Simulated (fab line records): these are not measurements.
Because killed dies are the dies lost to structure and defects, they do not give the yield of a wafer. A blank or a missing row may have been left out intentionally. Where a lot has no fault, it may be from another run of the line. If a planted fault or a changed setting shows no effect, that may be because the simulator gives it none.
Chamber matching + flow nand_harc + NHARC_A_BLC_ALD_23 on ald_metal-02: 4 sister chambers
The step deposits TiN, target thk 3 nm, pulse time 1 s, ald cycles 150. 22 wafers are shown with their chamber, then 11 later ones without.

EACH WAFER AND ITS CHAMBER
| wafer  | chamber | heater_power_w (W) | precursor_pulse_height_rel |
|--------|---------|--------------------|----------------------------|
| L074.1 | 3       | 986                | 0.992                      |
| L074.5 | 2       | 1039               | 0.992                      |
| L074.6 | 3       | 989                | 1.032                      |
| L075.1 | 3       | 969                | 0.965                      |
| L075.2 | 0       | 1086               | 0.988                      |
| L075.6 | 2       | 1027               | 1.016                      |
| L076.2 | 3       | 972                | 1.039                      |
| L076.4 | 0       | 1102               | 0.992                      |
| L076.5 | 0       | 1092               | 0.976                      |
| L077.1 | 0       | 1093               | 0.996                      |
| L077.3 | 2       | 1037               | 1.034                      |
| L077.6 | 0       | 1110               | 1.026                      |
| L081.1 | 1       | 1163               | 1.024                      |
| L081.2 | 0       | 1115               | 0.986                      |
| L081.6 | 0       | 1119               | 0.999                      |
| L082.1 | 2       | 1051               | 0.991                      |
| L082.2 | 1       | 1182               | 0.990                      |
| L082.6 | 2       | 1025               | 1.029                      |
| L088.2 | 2       | 1028               | 0.992                      |
| L088.3 | 1       | 1174               | 0.976                      |
| L088.5 | 2       | 999                | 1.047                      |
| L089.2 | 2       | 1039               | 0.978                      |

SIGNATURES, as means of the wafers listed above
| reading                    | chamber 0 | chamber 1 | chamber 2 | chamber 3 | scatter within a chamber |
|----------------------------|-----------|-----------|-----------|-----------|--------------------------|
| heater_power_w             | 1102.43   | 1173.00   | 1030.62   | 979.00    | 13.1                     |
| precursor_pulse_height_rel | 0.99471   | 0.99667   | 1.00988   | 1.00700   | 0.0244                   |
Rule: for each reading, subtract the chamber's mean from the wafer's reading, divide by that reading's scatter and square the result; add these up over the readings and take the root, which gives the wafer's distance from the chamber. If the next closest chamber is less than 2 further off than the closest, the wafer can't be placed; otherwise it belongs to the closest. How the scatter is found: for the shown wafers, subtract from each reading the mean of its chamber, square and add these, divide the total by (wafers less chambers), then take the root.

WAFERS WITHOUT THEIR CHAMBER
| wafer  | heater_power_w (W) | precursor_pulse_height_rel |
|--------|--------------------|----------------------------|
| L089.4 | 982                | 1.011                      |
| L089.6 | 1016               | 0.996                      |
| L091.1 | 1124               | 0.981                      |
| L091.2 | 1004               | 0.989                      |
| L091.5 | 1047               | 0.994                      |
| L093.1 | 1001               | 1.001                      |
| L093.3 | 1142               | 1.022                      |
| L093.6 | 1005               | 1.024                      |
| L095.1 | 1139               | 1.009                      |
| L095.3 | 991                | 0.985                      |
| L095.6 | 994                | 0.999                      |

WHICH CHAMBER EACH WENT THROUGH
| wafer  | from the rows above     | in truth                   |
|--------|-------------------------|----------------------------|
| L089.4 | 3                       | 3                          |
| L089.6 | can't be placed: 2 or 3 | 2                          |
| L091.1 | 0                       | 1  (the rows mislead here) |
| L091.2 | can't be placed: 3 or 2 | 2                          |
| L091.5 | 2                       | 2                          |
| L093.1 | can't be placed: 3 or 2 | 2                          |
| L093.3 | can't be placed: 1 or 0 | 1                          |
| L093.6 | can't be placed: 2 or 3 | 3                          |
| L095.1 | can't be placed: 1 or 0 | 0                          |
| L095.3 | can't be placed: 3 or 2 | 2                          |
| L095.6 | can't be placed: 3 or 2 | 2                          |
Placed correctly: 2 of 11. Cannot be placed on the basis of these rows: 8; the candidates contain the true chamber in 8. Placed wrongly: 1.
